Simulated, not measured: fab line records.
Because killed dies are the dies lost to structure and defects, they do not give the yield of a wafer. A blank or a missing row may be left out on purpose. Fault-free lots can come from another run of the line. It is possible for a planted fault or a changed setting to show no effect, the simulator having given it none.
Split-lot experiment ; flow n5Finfet ; route with 1938 steps; 7 lots, 21 wafers read

== SPLIT DETAILS ==
At N5_WELL_APT_COAT_02 (resist thk 950 nm), the setting spinRpm was moved away from the recipe's 1357 rpm on 9 of the 21 wafers read, by -9.6% to +7.2%. For the rest of the wafers, this setting stayed at what the recipe calls for.

The reading is taken at the split's own step.

== THE READING ==
coat_of_WELL_APT_COAT_02.thkNm (the simulator's own value, which no gauge read), in nm, at N5_WELL_APT_COAT_02 (resist thk 950 nm). No usual value for it is given in the file. Here, 12 wafers ran the recipe; their average is 949.5 nm with a standard deviation of 2.5 nm.

wafer;tool, chamber at the split;spinRpm as run, rpm;against the recipe;coat_of_WELL_APT_COAT_02.thkNm, nm;against lot-mates on the recipe
L074.1;lithoTrack-02, 0;1357;recipe;943.1;-
L074.3;lithoTrack-02, 0;1357;recipe;950.5;-
L074.5;lithoTrack-02, 0;1357;recipe;947.6;-
L075.3;lithoTrack-02, 0;1455;+7.2%;920.6;no lot-mate on the recipe
L075.4;lithoTrack-02, 0;1455;+7.2%;921.4;no lot-mate on the recipe
L075.5;lithoTrack-02, 0;1455;+7.2%;919.2;no lot-mate on the recipe
L082.2;lithoTrack-03, 0;1227;-9.6%;1001;+51.5
L082.3;lithoTrack-03, 0;1227;-9.6%;998.9;+49.4
L082.4;lithoTrack-03, 0;1357;recipe;949.5;-
L087.1;lithoTrack-02, 0;1280;-5.7%;974.8;+25.9
L087.4;lithoTrack-02, 0;1357;recipe;949.2;-
L087.5;lithoTrack-02, 0;1357;recipe;948.5;-
L090.2;lithoTrack-01, 0;1407;+3.7%;931.4;no lot-mate on the recipe
L090.3;lithoTrack-01, 0;1407;+3.7%;930.2;no lot-mate on the recipe
L090.4;lithoTrack-01, 0;1407;+3.7%;931.3;no lot-mate on the recipe
L094.3;lithoTrack-03, 0;1357;recipe;947.9;-
L094.4;lithoTrack-03, 0;1357;recipe;950.5;-
L094.5;lithoTrack-03, 0;1357;recipe;951.5;-
L097.1;lithoTrack-01, 0;1357;recipe;952.5;-
L097.2;lithoTrack-01, 0;1357;recipe;952.3;-
L097.4;lithoTrack-01, 0;1357;recipe;951.1;-

FIT RESULTS
A straight line over all 21 wafers: coat_of_WELL_APT_COAT_02.thkNm changes by -4.73 nm for each +1% of spinRpm; r = -0.99; the points scatter about the line by 3.2 nm.
The same after taking each lot's own level away (the mean of its wafers on the recipe; 15 wafers): -5.18 nm for each +1%; r = -0.99; scatter 2 nm.
Per that fit: largest spinRpm move, reading shift of 50 nm.
Measured against the standard deviation above, the lots' own levels, which go from 947.07 to 951.97 nm, span 2.0 times it.
Hence the lot-to-lot level has little effect on the slope; both slopes agree.
Check: with one of the wafers moved furthest among these (-9.6%) left out of the fit, the line predicts +48 nm for it against its lot-mates. It came out at +51.5 nm against them.

== FILE'S OWN FIT ==
coat_of_WELL_APT_COAT_02.thkNm changes by -5.09 nm for each +1% of spinRpm, r = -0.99.
